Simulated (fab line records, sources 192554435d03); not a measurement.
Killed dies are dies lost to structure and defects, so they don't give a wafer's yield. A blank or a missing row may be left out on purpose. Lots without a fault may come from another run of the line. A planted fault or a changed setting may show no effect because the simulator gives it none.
Which tool did it? | flow n5_finfet | 8 lots, 24 wafers sampled, at 2 steps of a route of 1938

WHAT THE GAUGES READ, wafer by wafer
N5_BEOL_M0_SAQP_INSPECT_16: inspects for defects (brightfield).
lot  | measured     | on                | raw_defect_count
L401 | day 5 21:38  | defect_inspect-02 | 607 843 992
L404 | day 6 17:02  | defect_inspect-01 | 534 618 626
L405 | day 6 21:17  | defect_inspect-02 | 481 352 558
L415 | day 9 13:43  | defect_inspect-02 | 1620 1685 1631
L417 | day 10 04:43 | defect_inspect-01 | 1535 1684 1623
L418 | day 10 07:33 | defect_inspect-02 | 350 375 373
L420 | day 10 22:24 | defect_inspect-02 | 418 527 374
L422 | day 11 04:47 | defect_inspect-02 | 374 452 511

WHICH TOOL RAN EACH LOT (tool, then ch and the chambers of the sampled wafers, then the start)
lot  | N5_BEOL_M0_SAQP_ILD_DEP_01
L401 | pecvd-02 ch 0,1, day 5 20:40
L404 | pecvd-04 ch 0,1, day 6 15:23
L405 | pecvd-04 ch 0,1, day 6 19:15
L415 | pecvd-04 ch 0,2, day 9 11:48
L417 | pecvd-04 ch 0,1,2, day 10 03:17
L418 | pecvd-02 ch 0,1,2, day 10 06:17
L420 | pecvd-03 ch 0,1,2, day 10 19:48
L422 | pecvd-02 ch 0,1, day 11 03:32
- N5_BEOL_M0_SAQP_ILD_DEP_01: deposits SiOC from DEMS/O2, target thk 45.419 nm, time 8.7 s.

THE ANSWER, worked out from the rows above alone
Rule: what is usual is taken from the lots themselves. Put in order of their means at a reading, lots are off if they are a third of the lots or fewer, leave a main group of 4 or more, and stand apart from it by a gap of 3 or more times the standard deviation of the main group's means; of several such gaps the widest counts. A main group whose means are all the same, to the digits that the tables above print for the reading, isn't used. A lot without any number at a reading at which 4 lots or more have one is off too. The other lots that the step has rows for count as sound.
Off: L415, L417, at N5_BEOL_M0_SAQP_INSPECT_16 (raw_defect_count). The main group: mean 520, standard deviation 1.5e+02.
A tool fits if, at a process step before that reading, it ran every lot that is off, and no sound lot after the first of them. The gauges at N5_BEOL_M0_SAQP_INSPECT_16 are tried like those tools. One fits: pecvd-04 at N5_BEOL_M0_SAQP_ILD_DEP_01. Its last sound lot is L405 (day 6 19:15), its first lot that is off L415 (day 9 11:48): a fault that began between those two fits.

WHAT THE SIMULATOR HAD PUT IN
Chamber particle source: pecvd-04, from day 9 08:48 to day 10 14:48, at N5_BEOL_M0_SAQP_ILD_DEP_01. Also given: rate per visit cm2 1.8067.
Lots struck among those shown: L415, L417. The rule above found the same.
